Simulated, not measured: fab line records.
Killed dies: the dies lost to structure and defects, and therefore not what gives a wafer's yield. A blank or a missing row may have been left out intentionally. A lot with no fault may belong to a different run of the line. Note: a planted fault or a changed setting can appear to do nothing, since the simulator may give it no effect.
Problem report, 8D (eight disciplines) form, completed by code    flow n5_finfet    the parts of the form that need people (team, actions taken, sign-off) are left out

## 1. THE PROBLEM
trench_depth_nm at N5_BEOL_M8_OCD_MEAS_38 reads a mean of 29.5 nm on 1 wafer of 1 lot; wafers without a fault read 92.6 nm with a standard deviation of 2.3. That puts it -27 standard deviations away from the usual mean.
Earliest sighting: wafer L164.5 on ocd-02 at day 12 13:11. Wafers with a number at this step in the record: 22, from 9 lots. By rule, "out" or "out of limits" means more than 4 standard deviations away from the usual mean. Any other wafer with a number is counted as sound.

## 2. WHAT THIS IS AND IS NOT
question                     is                 is not
which readings at this step  trench_depth_nm    -
which lots                   L164               L152, L157, L158, L160, L171, L173, L174, L175
which wafers of those lots   L164.5             L164.4
read on which gauges         ocd-02             ocd-01
when                         from day 12 13:11  up to then (11 sound wafers); but 10 sound wafers of L171, L173, L174, L175 came after

## 3. WHAT RULES OUT EACH SUSPECT
Counting: any tool at a process step up to the reading remains a suspect provided it ran every lot that is out. Sound lots after the first of them don't rule it out here, since some wafers of a struck lot are sound.
- the gauge at N5_BEOL_M8_OCD_MEAS_38 is ruled out. All the wafers that are out were read on ocd-02, but those of them that N5_PASSIVATION_PROBE_49 has rows for are out there too, on other tools.
- pvd_sputter-01 at N5_BEOL_M8_HM_DEP_02 (deposits TiN, target thk 20 nm): kept. The lot that is out, L164, ran on it at day 12 09:14; the last sound lot it ran before that was L160, at day 11 07:49.
- rie_diel-05 at N5_BEOL_M8_VIA_ETCH_34 (etches SiCOH lowk in C4F6/O2, target depth 125.5 nm, time 50.5 s): kept. The lot that is out, L164, ran on it at day 12 12:56; the last sound lot it ran before that was L160, at day 11 09:25.
Remaining after the count are pvd_sputter-01 at N5_BEOL_M8_HM_DEP_02 and rie_diel-05 at N5_BEOL_M8_VIA_ETCH_34.

## 4. THE CAUSE (what the simulator had put in)
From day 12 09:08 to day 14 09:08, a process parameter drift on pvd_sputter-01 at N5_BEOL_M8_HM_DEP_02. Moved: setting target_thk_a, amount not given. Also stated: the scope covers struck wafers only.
Of the 2 suspects that counting leaves, this tool is one.

## 5. SEQUENCE OF EFFECTS, ordered by route
One row per reading whose mean, taken over the struck wafers that have a number, lies over 3 standard deviations from the usual. Only readings for which the record gives a usual standard deviation are gone through. hours: the time from each lot's start at the first step in this table that gives one to its start at this step, as a median over the lots. sigmas: the change in usual standard deviations.
hours  step                     reading               usual      on struck wafers  change  sigmas
0      N5_BEOL_M8_VIA_ETCH_34   oes_product_au        0.80 a.u.  0.48              -0.32   -3.8
0      N5_BEOL_M8_OCD_MEAS_38   trench_depth_nm       92.6 nm    29.5              -63.1   -27
65     N5_PASSIVATION_PROBE_49  defect_limited_yield  91.3 %     29.9              -61.4   -44
65     N5_PASSIVATION_PROBE_49  killed_at_M4_up       14         718               +704    +99 or more
65     N5_PASSIVATION_PROBE_49  killed_dies           103        827               +724    +43
65     N5_PASSIVATION_PROBE_49  killed_on_rim         14         139               +125    +31
65     N5_PASSIVATION_PROBE_49  sort_bin_5_function   5.0 %      66.1              +61.1   +67
65     N5_PASSIVATION_PROBE_49  sort_n_pass           1076       353               -723    -43
65     N5_PASSIVATION_PROBE_49  sort_yield_pct        91.2 %     29.9              -61.3   -44
Its process steps:
- N5_BEOL_M8_VIA_ETCH_34: etches SiCOH lowk in C4F6/O2, target depth 125.5 nm, time 50.5 s.
- N5_PASSIVATION_PROBE_49
Readings that are blank on the struck wafers while sound wafers have them: M8_THK at N5_BEOL_M8_THK_MEAS_53; M8_RS at N5_BEOL_M8_RS_MEAS_57.

## 6. WHAT WOULD HAVE CAUGHT IT SOONER
In this record the first reading out of limits at a measuring or inspecting step was taken at day 12 13:11, 4 hours after the fault began at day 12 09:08.
An alarm limit of 4 standard deviations would not have fired on the tool readings at N5_BEOL_M8_HM_DEP_02 for which the record gives a usual standard deviation, since none of them was out on any struck wafer.
Each of the lots that are out, 1 in all, had begun N5_BEOL_M8_HM_DEP_02 on pvd_sputter-01 no later than day 12 13:11. None of them would have been spared by holding the tool at that moment.
